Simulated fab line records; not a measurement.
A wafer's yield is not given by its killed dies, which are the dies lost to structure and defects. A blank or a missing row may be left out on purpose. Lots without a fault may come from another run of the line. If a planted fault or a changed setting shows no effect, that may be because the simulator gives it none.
Matching of chambers / flow n5-finfet / rie-diel-03 running N5_GATE_CUT_ETCH_58: 4 sister chambers
The step etches SiNx in CH3F/O2, target depth 17 nm, time 128.6 s. 16 wafers are shown with their chamber, then 7 later ones without.

## EACH WAFER AND ITS CHAMBER
wafer=L597.3; chamber=0; showerhead-plenum-p-Torr (Torr)=2.09; drypump-motor-current-A (A)=5.6; throttle-valve-pct (%)=16.78
wafer=L597.5; chamber=0; showerhead-plenum-p-Torr (Torr)=2.09; drypump-motor-current-A (A)=5.7; throttle-valve-pct (%)=16.80
wafer=L597.6; chamber=2; showerhead-plenum-p-Torr (Torr)=2.07; drypump-motor-current-A (A)=5.3; throttle-valve-pct (%)=16.53
wafer=L599.1; chamber=3; showerhead-plenum-p-Torr (Torr)=1.97; drypump-motor-current-A (A)=5.1; throttle-valve-pct (%)=16.35
wafer=L599.4; chamber=2; showerhead-plenum-p-Torr (Torr)=2.07; drypump-motor-current-A (A)=5.3; throttle-valve-pct (%)=16.54
wafer=L599.5; chamber=2; showerhead-plenum-p-Torr (Torr)=2.07; drypump-motor-current-A (A)=5.3; throttle-valve-pct (%)=16.55
wafer=L600.1; chamber=3; showerhead-plenum-p-Torr (Torr)=1.97; drypump-motor-current-A (A)=5.0; throttle-valve-pct (%)=16.35
wafer=L600.4; chamber=0; showerhead-plenum-p-Torr (Torr)=2.08; drypump-motor-current-A (A)=5.7; throttle-valve-pct (%)=16.80
wafer=L600.6; chamber=2; showerhead-plenum-p-Torr (Torr)=2.07; drypump-motor-current-A (A)=5.3; throttle-valve-pct (%)=16.54
wafer=L601.1; chamber=1; showerhead-plenum-p-Torr (Torr)=1.92; drypump-motor-current-A (A)=5.7; throttle-valve-pct (%)=16.50
wafer=L601.5; chamber=3; showerhead-plenum-p-Torr (Torr)=1.97; drypump-motor-current-A (A)=5.1; throttle-valve-pct (%)=16.36
wafer=L601.6; chamber=0; showerhead-plenum-p-Torr (Torr)=2.08; drypump-motor-current-A (A)=5.6; throttle-valve-pct (%)=16.81
wafer=L608.3; chamber=1; showerhead-plenum-p-Torr (Torr)=1.91; drypump-motor-current-A (A)=5.7; throttle-valve-pct (%)=16.52
wafer=L608.5; chamber=3; showerhead-plenum-p-Torr (Torr)=1.96; drypump-motor-current-A (A)=5.0; throttle-valve-pct (%)=16.37
wafer=L617.2; chamber=0; showerhead-plenum-p-Torr (Torr)=2.07; drypump-motor-current-A (A)=5.6; throttle-valve-pct (%)=16.86
wafer=L617.4; chamber=3; showerhead-plenum-p-Torr (Torr)=1.96; drypump-motor-current-A (A)=5.1; throttle-valve-pct (%)=16.41

SIGNATURES (means of the wafers above)
reading=showerhead-plenum-p-Torr; chamber 0=2.0820; chamber 1=1.9150; chamber 2=2.0700; chamber 3=1.9660; scatter within a chamber=0.00612
reading=drypump-motor-current-A; chamber 0=5.640; chamber 1=5.700; chamber 2=5.300; chamber 3=5.060; scatter within a chamber=0.0447
reading=throttle-valve-pct; chamber 0=16.8100; chamber 1=16.5100; chamber 2=16.5400; chamber 3=16.3680; scatter within a chamber=0.0232
Rule: a wafer lies at a distance from a chamber equal to the root of the sum of squares, over the readings, of (its reading less the chamber's mean, divided by the reading's scatter). If the next closest chamber is less than 2 further off than the closest, the wafer can't be placed; otherwise it belongs to the closest. How the scatter is found: for the shown wafers, subtract from each reading the mean of its chamber, square and add these, divide the total by (wafers less chambers), then take the root.

## WAFERS MISSING THEIR CHAMBER
wafer=L617.5; showerhead-plenum-p-Torr (Torr)=2.06; drypump-motor-current-A (A)=5.3; throttle-valve-pct (%)=16.63
wafer=L618.3; showerhead-plenum-p-Torr (Torr)=1.96; drypump-motor-current-A (A)=5.0; throttle-valve-pct (%)=16.43
wafer=L618.5; showerhead-plenum-p-Torr (Torr)=2.07; drypump-motor-current-A (A)=5.6; throttle-valve-pct (%)=16.88
wafer=L618.6; showerhead-plenum-p-Torr (Torr)=1.96; drypump-motor-current-A (A)=5.0; throttle-valve-pct (%)=16.42
wafer=L619.1; showerhead-plenum-p-Torr (Torr)=2.05; drypump-motor-current-A (A)=5.3; throttle-valve-pct (%)=16.62
wafer=L619.4; showerhead-plenum-p-Torr (Torr)=1.90; drypump-motor-current-A (A)=5.7; throttle-valve-pct (%)=16.57
wafer=L619.5; showerhead-plenum-p-Torr (Torr)=2.07; drypump-motor-current-A (A)=5.6; throttle-valve-pct (%)=16.88

## CHAMBER TAKEN BY EACH
wafer=L617.5; from the rows above=2; in truth=2
wafer=L618.3; from the rows above=3; in truth=3
wafer=L618.5; from the rows above=0; in truth=0
wafer=L618.6; from the rows above=3; in truth=3
wafer=L619.1; from the rows above=2; in truth=2
wafer=L619.4; from the rows above=1; in truth=1
wafer=L619.5; from the rows above=0; in truth=0
7 of 7 placed correctly. From these rows, 0 cannot be placed. Placed wrongly: 0.
